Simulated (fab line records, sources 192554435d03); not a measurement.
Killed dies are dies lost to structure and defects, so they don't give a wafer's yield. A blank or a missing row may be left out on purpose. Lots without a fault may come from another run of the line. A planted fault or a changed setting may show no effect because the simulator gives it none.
A struck lot beside a sound one | flow n5_finfet | 39 steps out of a route of 1938
Sound: wafers L759.2, L759.5, L759.6. Struck: wafers L745.3, L745.4, L745.5. The cause comes at the end.
At each step with rows: each side's tool, then ch and its chambers, then its first start. Under that, the readings that differ: sound wafers | struck wafers | difference of the means | sigmas: that difference in standard deviations of wafers without a fault.
alike: readings whose means differ by less than 2 such deviations, and words and numbers that are the same on both sides. not compared: withheld readings, readings that some wafer has no value for, bounds like >300 that may hide the same value, and numbers for which the record gives no deviation and whose values overlap.
The two part at a step that has a row with sigmas, a row that says differs or no value, or rows on one side only. Numbers that don't overlap but have no deviation are shown without sigmas and don't part them. A reading that every wafer of one side lacks parts them only if that side has two wafers or more.

first, 11 steps without rows for these wafers: N5_BEOL_M1_STRIP_65 (strips in N2/H2); N5_BEOL_M1_STRIP_75 (strips in N2/H2); N5_BEOL_M1_STRIP_66 (strips in CF4); N5_BEOL_M1_HM_OPEN_17 (chemistry Cl2/BCl3, target TiN, target depth 20 nm, overetch 6 nm); N5_BEOL_M1_STRIP_19 (strips in O2); N5_BEOL_M1_COAT_67 (time 60 s, resist thk 60 nm); N5_BEOL_M1_COAT_68 (time 60 s, resist thk 12 nm); N5_BEOL_M1_COAT_76 (time 60 s, resist thk 5 nm); N5_BEOL_M1_COAT_22 (resist thk 30 nm); N5_BEOL_M1_EBR_24; N5_BEOL_M1_SOFTBAKE_23 (time 60 s).
N5_BEOL_M1_EXPOSE_25: exposes mask V0, defocus 5 nm, target cd 24 nm.
  sound on euv_scanner-02 ch 0, day 11 19:11; struck on euv_scanner-01 ch 0, day 8 06:40
  reading                         | sound          | struck         | difference | sigmas
  model.BEOL_M1.overlay_x_nm (nm) | -0.2 -0.2 -0.2 | 13.6 13.6 13.6 | +13.8      |
  alike: mask
then, 2 steps without rows for these wafers: N5_BEOL_M1_PEB_26 (peb time 60 s); N5_BEOL_M1_DEVELOP_27 (develop time 30 s).
N5_BEOL_M1_OVL_MEAS_29:
  sound on overlay-01 ch 0, day 11 19:22; struck on overlay-01 ch 0, day 8 06:50
  reading     | sound          | struck         | difference | sigmas
  V0_OVL (nm) | -0.8 -1.4 -0.3 | 13.0 12.4 13.2 | +13.7      | +20
then, 22 steps without rows for these wafers: N5_BEOL_M1_DESCUM_33 (chemistry O2, time 7 s); N5_BEOL_M1_ETCH_77 (etches underlayer in N2/H2, target depth 6.5 nm, time 5.2 s); N5_BEOL_M1_ETCH_69 (etches SiARC in CF4, target depth 15.6 nm, time 26 s); N5_BEOL_M1_ALD_98 (deposits SiO2, target thk 2.5 nm, pulse time 1 s, co reactant pulse time 1 s); N5_BEOL_M1_ETCHBACK_99 (etches SiO2 in CHF3, target depth 5 nm, time 10.4 s); N5_BEOL_M1_ETCH_70 (etches SOC in N2/H2, target depth 80 nm, overetch 16 nm, time 120 s); N5_BEOL_M1_STRIP_71 (strips in N2/H2); N5_BEOL_M1_STRIP_78 (strips in N2/H2); N5_BEOL_M1_VIA_ETCH_34 (etches the open film in C4F6/O2, target depth 67.8 nm, time 64.4 s); N5_BEOL_M1_STRIP_83 (strips in C4F6/O2); N5_BEOL_M1_STRIP_36 (strips in N2/H2); N5_BEOL_M1_TRENCH_ETCH_37 (etches SiOC in C4F6/O2, target depth 55.207 nm, time 29 s); N5_BEOL_M1_ETCH_41 (etches SiCN in CH3F/O2, target depth 31.9 nm, time 57.8 s); N5_BEOL_M1_STRIP_97 (strips in N2/H2, time 10 s); N5_BEOL_M1_HM_STRIP_39 (strips TiN in peroxide tin strip, target depth 25 nm, time 158 s); N5_BEOL_M1_SRD_40 (time 30 s); N5_BEOL_M1_PRECLEAN_42 (cleans in residue remover, time 60 s); N5_BEOL_M1_SRD_43 (time 30 s); N5_BEOL_M1_DEGAS_44 (time 60 s); N5_BEOL_M1_PRE_CLEAN_45 (time 30 s); N5_BEOL_M1_ALD_84 (deposits TaN, pulse time 2 s, purge time 3 s, co reactant purge time 2 s); N5_BEOL_M1_SURFACE_TREAT_85.
-- the record jumps here: 3 days lie between the struck wafers' starts before and after (it left off in module BEOL_M1 and takes up again in module BEOL_M4, whose first step shown is number 1111 of the route) --
N5_BEOL_M4_RC_MEAS_101:
  sound on prober-01 ch 0, day 15 06:55; struck on prober-01 ch 0, day 11 06:15
  alike: DIBL_N, DIBL_P, IOFF_N, IOFF_P, ION_N, ION_P, SS_N, SS_P, VT_N, VT_P
-- the record jumps here: 4 days lie between the struck wafers' starts before and after (it left off in module BEOL_M4 and takes up again in module PASSIVATION, whose first step shown is number 1936 of the route) --
N5_PASSIVATION_PROBE_49:
  the record has rows for the struck wafers here (prober-01, day 15 13:27) and none for the sound ones

WHERE THEY PART
First at N5_BEOL_M1_OVL_MEAS_29; last, within this record, at N5_PASSIVATION_PROBE_49.

WHY: what the simulator had put in
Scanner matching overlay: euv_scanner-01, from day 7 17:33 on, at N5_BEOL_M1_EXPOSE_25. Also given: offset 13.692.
